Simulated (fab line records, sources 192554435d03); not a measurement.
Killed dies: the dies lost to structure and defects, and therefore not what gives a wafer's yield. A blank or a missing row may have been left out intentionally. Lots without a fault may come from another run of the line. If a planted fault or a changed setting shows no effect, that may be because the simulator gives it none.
Check for tools in common + flow n5_finfet + Sampled: 10 lots, 30 wafers

== THE REASON FOR OPENING IT ==
On 2 of the 10 lots, a flag is raised at N5_BEOL_M5_INSPECT_58 on the reading raw_defect_count. No-fault wafers: 68, standard deviation 24.
Rule: a lot is flagged when every wafer of it that has a number lies more than 4 standard deviations from that mean, or none has a number. The rest of the lots are taken to be sound.

| lot  | measured     | on                | raw_defect_count, wafer by wafer | flag    |
|------|--------------|-------------------|----------------------------------|---------|
| L410 | day 8 12:16  | defect_inspect-02 | 45 41 47                         |         |
| L412 | day 8 17:50  | defect_inspect-02 | 82 84 94                         |         |
| L417 | day 10 01:47 | defect_inspect-02 | 399 356 351                      | FLAGGED |
| L419 | day 10 13:16 | defect_inspect-01 | 86 140 57                        |         |
| L421 | day 11 07:07 | defect_inspect-02 | 383 363 379                      | FLAGGED |
| L425 | day 11 21:46 | defect_inspect-02 | 53 84 107                        |         |
| L427 | day 13 06:07 | defect_inspect-02 | 40 47 33                         |         |
| L429 | day 14 01:32 | defect_inspect-02 | 55 67 31                         |         |
| L430 | day 14 01:34 | defect_inspect-02 | 58 56 61                         |         |
| L433 | day 14 11:14 | defect_inspect-01 | 56 48 87                         |         |
The numbers of the flagged lots are 372 on average: +304 against the usual, or +13 standard deviations.

== LOT BY LOT: THE TOOL USED ==
The record holds 3 process steps before the reading, out of a route of 1938 steps. Every cell lists first the tool, next ch and the chambers used by the sampled wafers, and last the start.
| lot  | flag    | N5_BEOL_M5_ANNEAL_89         | N5_BEOL_M5_CMP_52             | N5_BEOL_M5_CO_CAP_78             |
|------|---------|------------------------------|-------------------------------|----------------------------------|
| L410 |         | pvd_sputter-03, day 8 10:06  | cmp-03 ch 1,2,3, day 8 11:37  | cvd_co-02 ch 0,1, day 8 12:01    |
| L412 |         | pvd_sputter-03, day 8 15:44  | cmp-03 ch 0,1,2, day 8 17:15  | cvd_co-01 ch 1,2, day 8 17:37    |
| L417 | FLAGGED | pvd_sputter-02, day 9 23:40  | cmp-03 ch 0,1,3, day 10 01:12 | cvd_co-02 ch 0,1,2, day 10 01:32 |
| L419 |         | pvd_sputter-03, day 10 11:08 | cmp-04 ch 0,1,2, day 10 12:44 | cvd_co-02 ch 1,2, day 10 13:02   |
| L421 | FLAGGED | pvd_sputter-01, day 11 04:45 | cmp-03 ch 0,1, day 11 06:32   | cvd_co-02 ch 0,1, day 11 06:54   |
| L425 |         | pvd_sputter-02, day 11 19:24 | cmp-02 ch 0,2,3, day 11 21:13 | cvd_co-02 ch 0,1,2, day 11 21:33 |
| L427 |         | pvd_sputter-02, day 13 04:00 | cmp-02 ch 1,2,3, day 13 05:33 | cvd_co-02 ch 0,1,2, day 13 05:53 |
| L429 |         | pvd_sputter-01, day 13 23:26 | cmp-02 ch 0,2,3, day 14 00:59 | cvd_co-01 ch 1,2, day 14 01:19   |
| L430 |         | pvd_sputter-02, day 13 23:28 | cmp-04 ch 1,2,3, day 14 01:03 | cvd_co-02 ch 0,2, day 14 01:21   |
| L433 |         | pvd_sputter-01, day 14 09:04 | cmp-03 ch 0,1,2, day 14 10:40 | cvd_co-02 ch 0,1,2, day 14 11:02 |
What these steps do:
- N5_BEOL_M5_ANNEAL_89: time 1800 s.
- N5_BEOL_M5_CMP_52: polishes, stops on SiCOH lowk, t overpolish 6.9 s, target thk 62 nm.
- N5_BEOL_M5_CO_CAP_78: material Co, precursor CCTBA/H2, target thk 2 nm, time 102.1 s.
- N5_BEOL_M5_INSPECT_58: inspects for defects (darkfield).

== FLAGGED AGAINST TOTAL, ONE TOOL AT A TIME (gauges that did the reading follow at the end) ==
| step                  | tool              | lots run | flagged | share of the flagged lots | sound lots run after its first flagged lot |
|-----------------------|-------------------|----------|---------|---------------------------|--------------------------------------------|
| N5_BEOL_M5_ANNEAL_89  | pvd_sputter-01    | 3        | 1       | some                      | 2 (L429,L433)                              |
| N5_BEOL_M5_ANNEAL_89  | pvd_sputter-02    | 4        | 1       | some                      | 3 (L425,L427,L430)                         |
| N5_BEOL_M5_ANNEAL_89  | pvd_sputter-03    | 3        | 0       | none                      | -                                          |
| N5_BEOL_M5_CMP_52     | cmp-02            | 3        | 0       | none                      | -                                          |
| N5_BEOL_M5_CMP_52     | cmp-03            | 5        | 2       | all                       | 1 (L433)                                   |
| N5_BEOL_M5_CMP_52     | cmp-04            | 2        | 0       | none                      | -                                          |
| N5_BEOL_M5_CO_CAP_78  | cvd_co-01         | 2        | 0       | none                      | -                                          |
| N5_BEOL_M5_CO_CAP_78  | cvd_co-02         | 8        | 2       | all                       | 5 (L419,L425,L427,L430,L433)               |
| N5_BEOL_M5_INSPECT_58 | defect_inspect-01 | 2        | 0       | none                      | -                                          |
| N5_BEOL_M5_INSPECT_58 | defect_inspect-02 | 8        | 2       | all                       | 4 (L425,L427,L429,L430)                    |

== WHAT THE TABLE ALLOWS ==
Rows of the table that ran every flagged lot, 3 in all: cmp-03 at N5_BEOL_M5_CMP_52, cvd_co-02 at N5_BEOL_M5_CO_CAP_78, defect_inspect-02 at N5_BEOL_M5_INSPECT_58.
- cmp-03 at N5_BEOL_M5_CMP_52 ran 5 lots, 2 of them flagged. Lots that were sound ran on it after the first flagged one (L433); a persistent fault on the entire tool would not allow that.
- cvd_co-02 at N5_BEOL_M5_CO_CAP_78 ran 8 lots, 2 of them flagged. Lots that were sound ran on it after the first flagged one (L419, L425, L427, L430, L433); a persistent fault on the entire tool would not allow that.
- defect_inspect-02 at N5_BEOL_M5_INSPECT_58 ran 8 lots, 2 of them flagged. Lots that were sound ran on it after the first flagged one (L425, L427, L429, L430); a persistent fault on the entire tool would not allow that.
Every row of the table either missed a flagged lot or ran a sound lot after the first.

== WHAT HAD BEEN PUT IN BY THE SIMULATOR ==
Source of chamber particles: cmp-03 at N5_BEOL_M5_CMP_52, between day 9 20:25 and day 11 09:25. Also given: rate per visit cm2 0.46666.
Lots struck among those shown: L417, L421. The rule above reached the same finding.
